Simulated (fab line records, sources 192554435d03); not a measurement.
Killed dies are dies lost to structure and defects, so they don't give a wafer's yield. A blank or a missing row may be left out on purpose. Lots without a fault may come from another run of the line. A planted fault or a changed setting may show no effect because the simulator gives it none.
One fault seen from 3 desks | flow n5_finfet | each desk has only its own numbers; what lay behind them comes last

THE DEFECT DESK
What the inspections along the route counted, lot by lot: means of the sampled wafers that have a number. A lot is out of limits, marked OUT, if its mean lies more than 4 standard deviations from the usual mean; the brackets give that distance.
Columns: A = raw_defect_count at N5_BEOL_M3_INSPECT_30, usual 417
lot  | first seen here | A
L969 | day 7 09:08     | 316
L970 | day 7 12:30     | 527
L978 | day 10 09:56    | 442
L980 | day 10 11:07    | 412
L987 | day 12 05:10    | 373
L991 | day 13 05:44    | 359
This desk's finding: nothing out of limits on any of the 6 lots.

THE METROLOGY DESK
What the gauges read, lot by lot, whatever tool the lot ran on: means of the sampled wafers that have a number. A lot is out of limits, marked OUT, if its mean lies more than 4 standard deviations from the usual mean; the brackets give that distance. Of its 12 readings 7 are shown: those that lie furthest out on some lot.
Columns: A = cd_nm at N5_BEOL_M3_CD_MEAS_28, usual 25.61 nm; B = IOFF_P at N5_BEOL_M4_RC_MEAS_101, usual 0.21 nA/um; C = ION_N at N5_BEOL_M4_RC_MEAS_101, usual 674 uA/um; D = ION_P at N5_BEOL_M4_RC_MEAS_101, usual 463 uA/um; E = SS_N at N5_BEOL_M4_RC_MEAS_101, usual 71.3 mV/dec; F = VT_N at N5_BEOL_M4_RC_MEAS_101, usual 250 mV; G = VT_P at N5_BEOL_M4_RC_MEAS_101, usual -251 mV
lot  | first seen here | A     | B    | C   | D   | E    | F   | G
L969 | day 7 09:02     | 25.66 | 0.20 | 678 | 464 | 70.7 | 246 | -251
L970 | day 7 12:25     | 25.68 | 0.24 | 668 | 465 | 71.8 | 250 | -248
L978 | day 10 09:50    | 25.75 | 0.19 | 664 | 458 | 70.8 | 252 | -252
L980 | day 10 11:02    | 25.82 | 0.25 | 678 | 472 | 71.2 | 248 | -248
L987 | day 12 05:04    | 25.49 | 0.21 | 669 | 460 | 70.8 | 252 | -248
L991 | day 13 05:38    | 25.30 | 0.19 | 679 | 461 | 71.4 | 252 | -253
This desk's finding: nothing out of limits on any of the 6 lots.

THE TOOL OWNER'S DESK: ald_sin-03
The tool's own readings at N5_BEOL_M3_ALD_98 (deposits SiO2, target thk 2.5 nm, pulse time 1 s, co reactant pulse time 1 s): means of the sampled wafers that have a number, for each lot that ran on this tool. A lot is out of limits, marked OUT, if its mean lies more than 4 standard deviations from the usual mean; the brackets give that distance.
Columns: A = heater_power_w at N5_BEOL_M3_ALD_98, usual 80 W; B = precursor_pulse_height_rel at N5_BEOL_M3_ALD_98, usual 1.000
lot  | first seen here | A  | B
L970 | day 7 12:40     | 75 | 1.014
L978 | day 10 10:06    | 79 | 1.000
L980 | day 10 11:53    | 87 | 0.988
This desk's finding: nothing out of limits on any of the 3 lots.

PUT TOGETHER
The defect desk saw nothing out of limits.
The metrology desk saw nothing out of limits.
The tool owner's desk saw nothing out of limits.

WHAT THE SIMULATOR HAD PUT IN
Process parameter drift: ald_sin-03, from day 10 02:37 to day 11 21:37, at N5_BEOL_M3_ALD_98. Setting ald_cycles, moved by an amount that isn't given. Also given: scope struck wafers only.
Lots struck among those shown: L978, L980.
